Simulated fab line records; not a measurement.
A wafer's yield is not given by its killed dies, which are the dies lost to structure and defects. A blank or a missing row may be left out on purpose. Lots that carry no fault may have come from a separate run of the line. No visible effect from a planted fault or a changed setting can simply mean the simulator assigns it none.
8D (eight disciplines) problem report, filled in by code | flow n5Finfet | the parts of the form that need people (team, actions taken, sign-off) are left out

== 1. WHAT IS WRONG ==
Wafers without a fault read 794.7 W, standard deviation 2.6; rfFwdPowerW at N5_MIM_BOT_ETCH_ETCH_03 reads a mean of 604.1 W on 6 wafers belonging to 3 lots. That is -73 standard deviations from the usual mean.
The step: etches the open film in Cl2/BCl3, target depth 12 nm.
Seen first at day 15 10:04 on rieMetal-02, wafer L544.3. At this step, 21 wafers from 7 lots have a number in the record. The rule behind "out" and "out of limits": a value lying over 4 standard deviations away from the usual mean. All remaining wafers that have a number are taken as sound.

== 2. WHAT IT IS, AND WHAT IT ISN'T ==
question                    | is                                             | is not
which readings at this step | rfFwdPowerW                                    | drypumpMotorCurrentA, throttleValvePct
which lots                  | L544, L546, L547                               | L534, L539, L553, L556
which wafers of those lots  | L544.3, L544.6, L546.2, L546.5, L547.2, L547.4 | L544.2, L546.6, L547.1
read on which tools         | rieMetal-02                                    | rieMetal-01, rieMetal-03
when                        | from day 15 10:04                              | up to then (7 sound wafers); but 8 sound wafers of L546, L547, L553, L556 came after

== 3. THE SUSPECTS, EACH WITH WHAT RULES IT OUT ==
Counting: any tool at a process step up to the reading remains a suspect provided it ran every lot that is out. Sound lots after the first of them don't rule it out here, since some wafers of a struck lot are sound.
- rieDiel-03 at N5_MIM_BOT_LITHO_DESCUM_10 (chemistry O2, time 7.9 s): kept. It ran every lot that is out, first L544 (day 15 09:55).
- rieDiel-03 at N5_MIM_BOT_ETCH_ETCH_04 (etches SiNx in CF4/O2, target depth 26 nm, time 13 s): kept. It ran every lot that is out, first L544 (day 15 09:59).
- rieMetal-02 at N5_MIM_BOT_ETCH_ETCH_03 (etches the open film in Cl2/BCl3, target depth 12 nm): kept. Ran every lot that is out, first one L544 (day 15 10:04); last sound lot up to then L534 (day 12 02:11). On those wafers its own readings are out: rfFwdPowerW.
- The sound lot-mates ran in chamber 1 of rieMetal-02 at N5_MIM_BOT_ETCH_ETCH_03, but the wafers that are out ran in chamber 0.
Still standing after the count: rieDiel-03 at N5_MIM_BOT_LITHO_DESCUM_10, rieDiel-03 at N5_MIM_BOT_ETCH_ETCH_04, rieMetal-02 at N5_MIM_BOT_ETCH_ETCH_03.

== 4. THE CAUSE (what the simulator had put in) ==
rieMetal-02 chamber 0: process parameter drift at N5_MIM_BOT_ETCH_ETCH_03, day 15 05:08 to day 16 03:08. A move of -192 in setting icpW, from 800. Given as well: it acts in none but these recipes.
This tool is one of the 3 suspects left after counting.

== 5. THE EFFECT CHAIN, in route order ==
Each row: a reading whose mean over the struck wafers that have a number lies more than 3 standard deviations from the usual. Scope: only readings with a usual standard deviation given in the record; hours: median across lots of the time from each lot's start at the first step in this table that gives one to its start at this step; sigmas: change in usual standard deviations.
hours | step                    | reading     | usual   | on struck wafers | change | sigmas
0     | N5_MIM_BOT_ETCH_ETCH_03 | rfFwdPowerW | 794.7 W | 604.1            | -190.6 | -73
Here are the process steps it includes:
- N5_MIM_BOT_ETCH_ETCH_03: etches the open film in Cl2/BCl3, target depth 12 nm.

== 6. HOW IT WOULD HAVE BEEN CAUGHT EARLIER ==
In this record no reading fell out of limits until day 15 10:04, 5 hours after the fault had begun at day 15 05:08.
